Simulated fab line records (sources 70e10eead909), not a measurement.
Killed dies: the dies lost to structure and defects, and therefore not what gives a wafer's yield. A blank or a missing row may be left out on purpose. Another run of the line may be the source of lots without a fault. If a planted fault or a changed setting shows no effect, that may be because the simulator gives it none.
Which tool is to blame?    flow nand harc    72 wafers sampled from 24 lots at 1 step of a route of 1159

## WHAT THE GAUGES READ, wafer by wafer
NHARC_A_CHANNEL_HOLE_D1_CD_MEAS_30. Usual: cd nm reads 89.9 nm (standard deviation 1.3).
lot   measured      on         cd nm (nm)      flag
L075  day 8 13:39   cd sem-02  91.7 91.5 91.2  
L074  day 8 15:17   cd sem-03  88.5 88.2 88.7  
L077  day 8 21:01   cd sem-03  89.0 91.4 91.3  
L076  day 9 07:53   cd sem-01  89.0 90.1 86.4  
L078  day 9 16:14   cd sem-01  91.1 90.7 90.9  
L080  day 9 17:13   cd sem-03  89.9 87.8 88.0  
L079  day 9 20:23   cd sem-03  91.8 90.7 90.6  
L081  day 10 09:40  cd sem-02  90.0 90.4 90.8  
L083  day 10 13:58  cd sem-01  91.7 90.9 90.5  
L082  day 10 14:02  cd sem-03  90.3 89.8 89.4  
L084  day 11 01:52  cd sem-03  91.7 90.3 91.7  
L085  day 11 02:40  cd sem-02  87.4 91.2 87.9  
L087  day 11 10:28  cd sem-01  87.9 89.6 89.5  
L086  day 11 11:41  cd sem-02  92.6 89.3 91.1  
L088  day 11 22:55  cd sem-03  89.3 88.1 87.2  
L090  day 12 08:26  cd sem-01  89.3 88.6 87.8  
L089  day 12 08:57  cd sem-01  89.1 90.5 89.3  
L091  day 12 17:35  cd sem-02  87.3 89.2 88.8  
L092  day 13 03:07  cd sem-03  91.5 91.0 88.7  
L094  day 13 11:19  cd sem-01  90.0 90.1 90.7  
L093  day 13 12:20  cd sem-02  91.3 90.7 89.6  
L095  day 13 16:22  cd sem-02  91.6 89.2 92.6  
L096  day 13 23:19  cd sem-01  90.2 93.6 89.0  
L097  day 14 15:32  cd sem-03  89.0 90.1 89.8  

## WHICH TOOL RAN EACH LOT (tool, then ch and the chambers of the sampled wafers, then the start)
There is no process step in the record ahead of these readings.

## WHAT THE TOOLS THEMSELVES READ (means of the sampled wafers that have a number; where no wafer has one, the mark that the record gives instead)
The record holds no such reading with a usual standard deviation.

## THE ANSWER, worked out from the rows above alone
Rule: lot off if the mean of its wafers having a number is beyond 3 standard deviations from the usual mean. A lot without any number at a reading at which 4 lots or more have one is off too. Where the step has rows for the other lots, those lots are counted as sound. The gauges are gone through in route order, then the tools' own readings, and for those a lot's mean is taken as printed above. The first step at which some lot is off is used, and at that step the reading that is off furthest; a lot without a number counts as furthest.
Across all readings shown, no lot is off: no conclusion can be drawn from this.

## WHAT WAS PUT IN BY THE SIMULATOR
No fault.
